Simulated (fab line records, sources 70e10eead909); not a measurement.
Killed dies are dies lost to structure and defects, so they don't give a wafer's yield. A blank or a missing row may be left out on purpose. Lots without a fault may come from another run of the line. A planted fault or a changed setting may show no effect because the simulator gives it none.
Chamber matching | flow nand_harc | NHARC_A_WL_FILL_ALD_19 on ald_metal-04: 4 sister chambers
The step deposits TiN, target thk 2 nm, pulse time 3 s, ald cycles 100. 16 wafers are shown with their chamber, then 8 later ones without.

WAFERS WITH THEIR CHAMBER
wafer  | chamber | heater_power_w (W) | precursor_pulse_height_rel
L074.2 | 1       | 1111               | 1.003
L074.3 | 3       | 909                | 1.019
L074.6 | 0       | 1097               | 0.999
L079.1 | 2       | 1200               | 0.973
L079.4 | 0       | 1106               | 1.004
L079.5 | 1       | 1086               | 1.005
L081.2 | 2       | 1222               | 1.003
L081.3 | 3       | 947                | 0.980
L081.4 | 1       | 1114               | 0.983
L083.1 | 2       | 1220               | 0.965
L083.2 | 1       | 1120               | 1.019
L083.4 | 0       | 1093               | 1.012
L083.3 | 3       | 965                | 0.976
L083.5 | 1       | 1125               | 1.022
L083.6 | 0       | 1065               | 0.980
L090.1 | 0       | 1092               | 0.996

SIGNATURES (means of the wafers above)
reading                    | chamber 0 | chamber 1 | chamber 2 | chamber 3 | scatter within a chamber
heater_power_w             | 1090.60   | 1111.20   | 1214.00   | 940.33    | 17.8
precursor_pulse_height_rel | 0.99820   | 1.00640   | 0.98033   | 0.99167   | 0.017
Rule: a wafer's distance from a chamber is the root of the sum, over the readings, of the square of ((its reading less the chamber's mean) divided by the reading's scatter). The wafer belongs to the nearest chamber; if the next one is less than 2 further off, it can't be placed. The scatter: the root of (the sum of the squares of (reading less its chamber's mean) over the shown wafers, divided by (wafers less chambers)).

WAFERS WITHOUT THEIR CHAMBER
wafer  | heater_power_w (W) | precursor_pulse_height_rel
L090.2 | 1224               | 0.975
L090.5 | 1211               | 1.002
L091.2 | 935                | 0.971
L091.4 | 1139               | 1.001
L091.5 | 1147               | 0.966
L097.1 | 1094               | 1.026
L097.3 | 1072               | 1.021
L097.4 | 1256               | 0.989

WHICH CHAMBER EACH WENT THROUGH
wafer  | from the rows above          | in truth
L090.2 | 2                            | 2
L090.5 | 2                            | 2
L091.2 | 3                            | 3
L091.4 | can't be placed: 1 or 0      | 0
L091.5 | can't be placed: 1 or 0 or 2 | 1
L097.1 | can't be placed: 1 or 0      | 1
L097.3 | can't be placed: 0 or 1      | 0
L097.4 | 2                            | 2
Placed correctly: 4 of 8. Can't be placed from these rows: 4 (the true chamber is among the candidates in 4). Placed wrongly: 0.
